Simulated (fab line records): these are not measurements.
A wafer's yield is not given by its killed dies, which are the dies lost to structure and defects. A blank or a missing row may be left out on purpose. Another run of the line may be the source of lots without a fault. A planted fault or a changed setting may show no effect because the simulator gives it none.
8D (eight disciplines) problem report, filled in by code	flow n5-finfet	the parts of the form that need people (team, actions taken, sign-off) are left out

== 1. THE PROBLEM ==
Mean of cf4-flow-sccm at N5_BEOL_M10_ETCH_61: 69.8 sccm across 6 wafers in 2 lots; on wafers with no fault it is 100.0 sccm (standard deviation 0.3). That is -99 or more standard deviations from the usual mean.
The step: etches SiARC in CF4, target depth 39 nm, time 65 s.
Seen first at day 14 09:21 on rie-diel-03, wafer L600.2. At this step, 30 wafers from 10 lots have a number in the record. The rule behind "out" and "out of limits": a value lying over 4 standard deviations away from the usual mean. The other wafers with a number count as sound.

== 2. WHAT IT IS AND WHAT IT IS NOT ==
question	is	is not
which readings at this step	cf4-flow-sccm, throttle-valve-pct	bias-w, drypump-motor-current-A, oes-product-au
which lots	L600, L601	L581, L583, L584, L586, L587, L593, L602, L603
which wafers of those lots	all that have a number	-
read on which tools	rie-diel-03	rie-diel-05, rie-diel-06
when	from day 14 09:21	up to then (18 sound wafers); but 6 sound wafers of L602, L603 came after

== 3. THE SUSPECTS, EACH WITH WHAT RULES IT OUT ==
Counting: a tool at a process step up to the reading stays a suspect if it ran every lot that is out and no sound lot after the first of them.
- rie-diel-03 at N5_BEOL_M10_ETCH_61 (etches SiARC in CF4, target depth 39 nm, time 65 s): kept. All lots that are out passed through it, beginning with L600 at day 14 09:21, and no sound lot followed; its final sound lot before that point was L593 at day 13 02:10. Its own cf4-flow-sccm, throttle-valve-pct readings are out on those wafers.
After counting, what remains is rie-diel-03 at N5_BEOL_M10_ETCH_61.

== 4. THE CAUSE (what the simulator had put in) ==
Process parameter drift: rie-diel-03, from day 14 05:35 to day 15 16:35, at N5_BEOL_M10_ETCH_61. A move of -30 in setting cf4-flow-sccm, from 100. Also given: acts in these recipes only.
After counting, this tool was the only one left.

== 5. THE EFFECT CHAIN, in route order ==
One row per reading whose mean, taken over the struck wafers that have a number, lies over 3 standard deviations from the usual. Only readings for which the record gives a usual standard deviation are gone through. hours: the time from each lot's start at the first step in this table that gives one to its start at this step, as a median over the lots. sigmas: the change in usual standard deviations.
hours	step	reading	usual	on struck wafers	change	sigmas
0	N5_BEOL_M10_ETCH_61	cf4-flow-sccm	100.0 sccm	69.8	-30.2	-99 or more
0	N5_BEOL_M10_ETCH_61	showerhead-plenum-p-Torr	2.12 Torr	1.86	-0.26	-3.9
0	N5_BEOL_M10_ETCH_61	throttle-valve-pct	15.60 %	14.43	-1.17	-9.0
Here are the process steps it includes:
- N5_BEOL_M10_ETCH_61: etches SiARC in CF4, target depth 39 nm, time 65 s.
Later measuring or inspecting steps at which every struck wafer that the step has a row for has a number for every such reading, and none has moved that far: N5_BEOL_M10_CD_MEAS_18.

== 6. HOW IT WOULD HAVE BEEN CAUGHT EARLIER ==
In this record the first reading out of limits was taken at day 14 09:21, 4 hours after the fault began at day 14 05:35.
